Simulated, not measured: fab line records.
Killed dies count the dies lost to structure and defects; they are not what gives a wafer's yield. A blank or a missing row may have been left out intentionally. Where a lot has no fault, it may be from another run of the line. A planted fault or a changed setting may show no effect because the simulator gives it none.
What tool caused it? || flow n5 finfet || 14 lots with 40 wafers sampled at 4 steps, on a route of 1938 steps

== WHAT EACH GAUGE READ, for each wafer ==
The record holds no reading of a measuring or inspecting step that can be judged against a usual standard deviation.

== WHAT TOOL EACH LOT RAN ON (gives the tool, then ch and the chambers of the sampled wafers, and finally the start) ==
{"lot": "L553", "N5_MOL_CONTACT_COAG_TI_SIL_19": "pvd sputter-02, day 5 01:03", "N5_MOL_CONTACT_COAG_ALD_20": "ald metal-04 ch 0,2,3, day 5 01:11", "N5_MOL_CONTACT_COAG_DEVELOP_83": "litho track-03 ch 0, day 5 10:55", "N5_MOL_CONTACT_COAG_ETCH_89": "rie diel-04 ch 0,2,3, day 5 11:16"}
{"lot": "L556", "N5_MOL_CONTACT_COAG_TI_SIL_19": "pvd sputter-01, day 5 17:15", "N5_MOL_CONTACT_COAG_ALD_20": "ald metal-02 ch 0,1, day 5 17:22", "N5_MOL_CONTACT_COAG_DEVELOP_83": "litho track-02, day 6 00:40", "N5_MOL_CONTACT_COAG_ETCH_89": "rie diel-04 ch 2,3, day 6 01:32"}
{"lot": "L557", "N5_MOL_CONTACT_COAG_TI_SIL_19": "pvd sputter-01, day 6 01:59", "N5_MOL_CONTACT_COAG_ALD_20": "ald metal-04 ch 0,2,3, day 6 02:07", "N5_MOL_CONTACT_COAG_DEVELOP_83": "litho track-01, day 6 10:10", "N5_MOL_CONTACT_COAG_ETCH_89": "rie diel-04 ch 0,1, day 6 10:23"}
{"lot": "L559", "N5_MOL_CONTACT_COAG_TI_SIL_19": "pvd sputter-03, day 6 15:26", "N5_MOL_CONTACT_COAG_ALD_20": "ald metal-04 ch 0,3, day 6 15:34", "N5_MOL_CONTACT_COAG_DEVELOP_83": "litho track-01 ch 0, day 6 23:32", "N5_MOL_CONTACT_COAG_ETCH_89": "rie diel-04 ch 0,1, day 6 23:45"}
{"lot": "L561", "N5_MOL_CONTACT_COAG_TI_SIL_19": "pvd sputter-03, day 7 01:23", "N5_MOL_CONTACT_COAG_ALD_20": "ald metal-04 ch 1,2,3, day 7 01:31", "N5_MOL_CONTACT_COAG_DEVELOP_83": "litho track-01 ch 0, day 7 09:25", "N5_MOL_CONTACT_COAG_ETCH_89": "rie diel-03 ch 0,1,3, day 7 09:38"}
{"lot": "L563", "N5_MOL_CONTACT_COAG_TI_SIL_19": "pvd sputter-03, day 7 09:48", "N5_MOL_CONTACT_COAG_ALD_20": "ald metal-02 ch 2,3, day 7 09:55", "N5_MOL_CONTACT_COAG_DEVELOP_83": "litho track-03 ch 0, day 7 19:04", "N5_MOL_CONTACT_COAG_ETCH_89": "rie diel-02 ch 1, day 7 19:38"}
{"lot": "L564", "N5_MOL_CONTACT_COAG_TI_SIL_19": "pvd sputter-02, day 7 18:18", "N5_MOL_CONTACT_COAG_ALD_20": "ald metal-01 ch 0,1,2, day 7 18:25", "N5_MOL_CONTACT_COAG_DEVELOP_83": "litho track-01 ch 0, day 8 06:35", "N5_MOL_CONTACT_COAG_ETCH_89": "rie diel-02 ch 0,2,3, day 8 06:48"}
{"lot": "L566", "N5_MOL_CONTACT_COAG_TI_SIL_19": "pvd sputter-01, day 8 06:17", "N5_MOL_CONTACT_COAG_ALD_20": "ald metal-02 ch 1,3, day 8 06:24", "N5_MOL_CONTACT_COAG_DEVELOP_83": "litho track-01 ch 0, day 8 14:22", "N5_MOL_CONTACT_COAG_ETCH_89": "rie diel-04 ch 1,2, day 8 14:52"}
{"lot": "L568", "N5_MOL_CONTACT_COAG_TI_SIL_19": "pvd sputter-03, day 8 15:29", "N5_MOL_CONTACT_COAG_ALD_20": "ald metal-02 ch 0,1,2, day 8 15:36", "N5_MOL_CONTACT_COAG_DEVELOP_83": "litho track-01 ch 0, day 9 03:37", "N5_MOL_CONTACT_COAG_ETCH_89": "rie diel-03 ch 1,2,3, day 9 04:43"}
{"lot": "L569", "N5_MOL_CONTACT_COAG_TI_SIL_19": "pvd sputter-02, day 8 23:22", "N5_MOL_CONTACT_COAG_ALD_20": "ald metal-04 ch 0,2,3, day 8 23:29", "N5_MOL_CONTACT_COAG_DEVELOP_83": "litho track-02 ch 0, day 9 07:39", "N5_MOL_CONTACT_COAG_ETCH_89": "rie diel-02 ch 1,3, day 9 07:53"}
{"lot": "L572", "N5_MOL_CONTACT_COAG_TI_SIL_19": "pvd sputter-03, day 9 23:28", "N5_MOL_CONTACT_COAG_ALD_20": "ald metal-01 ch 0,1,3, day 9 23:35", "N5_MOL_CONTACT_COAG_DEVELOP_83": "litho track-02 ch 0, day 10 10:08", "N5_MOL_CONTACT_COAG_ETCH_89": "rie diel-04 ch 2,3, day 10 10:24"}
{"lot": "L573", "N5_MOL_CONTACT_COAG_TI_SIL_19": "pvd sputter-03, day 10 01:29", "N5_MOL_CONTACT_COAG_ALD_20": "ald metal-04 ch 0,3, day 10 01:37", "N5_MOL_CONTACT_COAG_DEVELOP_83": "litho track-01 ch 0, day 10 10:11", "N5_MOL_CONTACT_COAG_ETCH_89": "rie diel-04 ch 0,3, day 10 10:31"}
{"lot": "L574", "N5_MOL_CONTACT_COAG_TI_SIL_19": "pvd sputter-02, day 10 07:04", "N5_MOL_CONTACT_COAG_ALD_20": "ald metal-01 ch 0,2, day 10 07:11", "N5_MOL_CONTACT_COAG_DEVELOP_83": "litho track-03 ch 0, day 10 17:07", "N5_MOL_CONTACT_COAG_ETCH_89": "rie diel-03 ch 1,2,3, day 10 17:20"}
{"lot": "L575", "N5_MOL_CONTACT_COAG_TI_SIL_19": "pvd sputter-01, day 10 13:41", "N5_MOL_CONTACT_COAG_ALD_20": "ald metal-04 ch 2,3, day 10 13:49", "N5_MOL_CONTACT_COAG_DEVELOP_83": "litho track-01 ch 0, day 10 21:38", "N5_MOL_CONTACT_COAG_ETCH_89": "rie diel-02 ch 1,3, day 10 21:56"}
- N5_MOL_CONTACT_COAG_TI_SIL_19: material Ti, target thk 4.2 nm, time 15 s.
- N5_MOL_CONTACT_COAG_ALD_20: deposits TiN, target thk 1.5 nm, pulse time 1 s, purge time 3 s.
- N5_MOL_CONTACT_COAG_DEVELOP_83: develop time 30 s.
- N5_MOL_CONTACT_COAG_ETCH_89: etches underlayer in N2/H2, target depth 13 nm, time 10.4 s.

== WHAT THE TOOLS THEMSELVES READ (means of the sampled wafers that have a number; where no wafer has one, the mark that the record gives instead) ==
N5_MOL_CONTACT_COAG_TI_SIL_19.
{"lot": "L553", "tool": "pvd sputter-02", "throttle valve pct (%)": 31.5}
{"lot": "L556", "tool": "pvd sputter-01", "throttle valve pct (%)": 31.4}
{"lot": "L557", "tool": "pvd sputter-01", "throttle valve pct (%)": 30.0}
{"lot": "L559", "tool": "pvd sputter-03", "throttle valve pct (%)": 30.5}
{"lot": "L561", "tool": "pvd sputter-03", "throttle valve pct (%)": 29.8}
{"lot": "L563", "tool": "pvd sputter-03", "throttle valve pct (%)": 29.2}
{"lot": "L564", "tool": "pvd sputter-02", "throttle valve pct (%)": 30.3}
{"lot": "L566", "tool": "pvd sputter-01", "throttle valve pct (%)": 30.4}
{"lot": "L568", "tool": "pvd sputter-03", "throttle valve pct (%)": 29.7}
{"lot": "L569", "tool": "pvd sputter-02", "throttle valve pct (%)": 30.0}
{"lot": "L572", "tool": "pvd sputter-03", "throttle valve pct (%)": 30.0}
{"lot": "L573", "tool": "pvd sputter-03", "throttle valve pct (%)": 29.8}
{"lot": "L574", "tool": "pvd sputter-02", "throttle valve pct (%)": 30.8}
{"lot": "L575", "tool": "pvd sputter-01", "throttle valve pct (%)": 29.8}

N5_MOL_CONTACT_COAG_ALD_20.
{"lot": "L553", "tool": "ald metal-04", "heater power w (W)": 827, "precursor pulse height rel": 1.007}
{"lot": "L556", "tool": "ald metal-02", "heater power w (W)": 877, "precursor pulse height rel": 1.006}
{"lot": "L557", "tool": "ald metal-04", "heater power w (W)": 819, "precursor pulse height rel": 0.999}
{"lot": "L559", "tool": "ald metal-04", "heater power w (W)": 869, "precursor pulse height rel": 0.981}
{"lot": "L561", "tool": "ald metal-04", "heater power w (W)": 805, "precursor pulse height rel": 0.993}
{"lot": "L563", "tool": "ald metal-02", "heater power w (W)": 922, "precursor pulse height rel": 1.012}
{"lot": "L564", "tool": "ald metal-01", "heater power w (W)": 859, "precursor pulse height rel": 0.993}
{"lot": "L566", "tool": "ald metal-02", "heater power w (W)": 877, "precursor pulse height rel": 1.023}
{"lot": "L568", "tool": "ald metal-02", "heater power w (W)": 920, "precursor pulse height rel": 0.999}
{"lot": "L569", "tool": "ald metal-04", "heater power w (W)": 819, "precursor pulse height rel": 1.014}
{"lot": "L572", "tool": "ald metal-01", "heater power w (W)": 790, "precursor pulse height rel": 1.001}
{"lot": "L573", "tool": "ald metal-04", "heater power w (W)": 869, "precursor pulse height rel": 0.997}
{"lot": "L574", "tool": "ald metal-01", "heater power w (W)": 837, "precursor pulse height rel": 0.991}
{"lot": "L575", "tool": "ald metal-04", "heater power w (W)": 782, "precursor pulse height rel": 0.993}

N5_MOL_CONTACT_COAG_DEVELOP_83.
{"lot": "L553", "tool": "litho track-03", "chill plate temp C (C)": 23.09}
{"lot": "L556", "tool": "litho track-02", "chill plate temp C (C)": "-"}
{"lot": "L557", "tool": "litho track-01", "chill plate temp C (C)": "-"}
{"lot": "L559", "tool": "litho track-01", "chill plate temp C (C)": 22.96}
{"lot": "L561", "tool": "litho track-01", "chill plate temp C (C)": 23.03}
{"lot": "L563", "tool": "litho track-03", "chill plate temp C (C)": 22.89}
{"lot": "L564", "tool": "litho track-01", "chill plate temp C (C)": 23.04}
{"lot": "L566", "tool": "litho track-01", "chill plate temp C (C)": 22.76}
{"lot": "L568", "tool": "litho track-01", "chill plate temp C (C)": 23.01}
{"lot": "L569", "tool": "litho track-02", "chill plate temp C (C)": 22.91}
{"lot": "L572", "tool": "litho track-02", "chill plate temp C (C)": 22.91}
{"lot": "L573", "tool": "litho track-01", "chill plate temp C (C)": 22.94}
{"lot": "L574", "tool": "litho track-03", "chill plate temp C (C)": 22.85}
{"lot": "L575", "tool": "litho track-01", "chill plate temp C (C)": 22.93}

N5_MOL_CONTACT_COAG_ETCH_89.
{"lot": "L553", "tool": "rie diel-04", "drypump motor current A (A)": 5.4, "etch rf on time s (s)": 10.43, "oes product au (a.u.)": 0.59, "rf vpp V (V)": 521.9, "showerhead plenum p Torr (Torr)": 2.52, "throttle valve pct (%)": 18.1}
{"lot": "L556", "tool": "rie diel-04", "drypump motor current A (A)": 5.8, "etch rf on time s (s)": 10.57, "oes product au (a.u.)": 0.60, "rf vpp V (V)": 523.1, "showerhead plenum p Torr (Torr)": 2.51, "throttle valve pct (%)": 17.9}
{"lot": "L557", "tool": "rie diel-04", "drypump motor current A (A)": 5.3, "etch rf on time s (s)": 10.34, "oes product au (a.u.)": 0.61, "rf vpp V (V)": 523.8, "showerhead plenum p Torr (Torr)": 2.56, "throttle valve pct (%)": 18.3}
{"lot": "L559", "tool": "rie diel-04", "drypump motor current A (A)": 5.3, "etch rf on time s (s)": 10.42, "oes product au (a.u.)": 0.60, "rf vpp V (V)": 524.1, "showerhead plenum p Torr (Torr)": 2.56, "throttle valve pct (%)": 18.3}
{"lot": "L561", "tool": "rie diel-03", "drypump motor current A (A)": 5.5, "etch rf on time s (s)": 10.42, "oes product au (a.u.)": 0.71, "rf vpp V (V)": 524.3, "showerhead plenum p Torr (Torr)": 2.54, "throttle valve pct (%)": 17.8}
{"lot": "L563", "tool": "rie diel-02", "drypump motor current A (A)": 6.5, "etch rf on time s (s)": 10.94, "oes product au (a.u.)": 0.58, "rf vpp V (V)": 523.4, "showerhead plenum p Torr (Torr)": 2.50, "throttle valve pct (%)": 17.6}
{"lot": "L564", "tool": "rie diel-02", "drypump motor current A (A)": 5.2, "etch rf on time s (s)": 10.34, "oes product au (a.u.)": 0.70, "rf vpp V (V)": 522.7, "showerhead plenum p Torr (Torr)": 2.53, "throttle valve pct (%)": 17.8}
{"lot": "L566", "tool": "rie diel-04", "drypump motor current A (A)": 5.4, "etch rf on time s (s)": 10.18, "oes product au (a.u.)": 0.75, "rf vpp V (V)": 523.6, "showerhead plenum p Torr (Torr)": 2.54, "throttle valve pct (%)": 17.8}
{"lot": "L568", "tool": "rie diel-03", "drypump motor current A (A)": 5.5, "etch rf on time s (s)": 10.45, "oes product au (a.u.)": 0.64, "rf vpp V (V)": 522.6, "showerhead plenum p Torr (Torr)": 2.54, "throttle valve pct (%)": 17.8}
{"lot": "L569", "tool": "rie diel-02", "drypump motor current A (A)": 6.0, "etch rf on time s (s)": 10.20, "oes product au (a.u.)": 0.80, "rf vpp V (V)": 524.8, "showerhead plenum p Torr (Torr)": 2.55, "throttle valve pct (%)": 17.3}
{"lot": "L572", "tool": "rie diel-04", "drypump motor current A (A)": 5.8, "etch rf on time s (s)": 10.48, "oes product au (a.u.)": 0.76, "rf vpp V (V)": 522.5, "showerhead plenum p Torr (Torr)": 2.49, "throttle valve pct (%)": 17.5}
{"lot": "L573", "tool": "rie diel-04", "drypump motor current A (A)": 5.8, "etch rf on time s (s)": 10.35, "oes product au (a.u.)": 0.78, "rf vpp V (V)": 522.0, "showerhead plenum p Torr (Torr)": 2.50, "throttle valve pct (%)": 17.6}
{"lot": "L574", "tool": "rie diel-03", "drypump motor current A (A)": 5.5, "etch rf on time s (s)": 10.46, "oes product au (a.u.)": 0.63, "rf vpp V (V)": 524.4, "showerhead plenum p Torr (Torr)": 2.54, "throttle valve pct (%)": 17.8}
{"lot": "L575", "tool": "rie diel-02", "drypump motor current A (A)": 5.8, "etch rf on time s (s)": 10.31, "oes product au (a.u.)": 0.77, "rf vpp V (V)": 524.2, "showerhead plenum p Torr (Torr)": 2.58, "throttle valve pct (%)": 17.4}

== THE ANSWER, worked out from the rows above alone ==
Rule: usual is defined by the lots themselves. The widest of any qualifying gaps counts: lots, ordered by their means at a reading, are off when they make up no more than a third of the lots, leave a main group of 4 or more, and stand apart from it by 3 or more times the standard deviation of that group's means. Not used: any main group whose means are identical at the precision the tables above print for the reading. A lot without any number at a reading at which 4 lots or more have one is off too. The other lots that the step has rows for count as sound. After the gauges, taken in route order, come the tools' own readings; for these a lot's mean is taken, as printed above. At the first step where some lot is off, the reading lying furthest off is the one used; lots without a number count as furthest.
Off at N5_MOL_CONTACT_COAG_DEVELOP_83 (chill plate temp C): L556, L557. Without a number there: L556, L557. The main group: mean 22.94 C, standard deviation 0.087.
A tool fits if, at that step or a process step before it, it ran every lot that is off, and no sound lot after the first of them. Not one of the candidates tried fits.

== WHAT HAD BEEN PUT IN BY THE SIMULATOR ==
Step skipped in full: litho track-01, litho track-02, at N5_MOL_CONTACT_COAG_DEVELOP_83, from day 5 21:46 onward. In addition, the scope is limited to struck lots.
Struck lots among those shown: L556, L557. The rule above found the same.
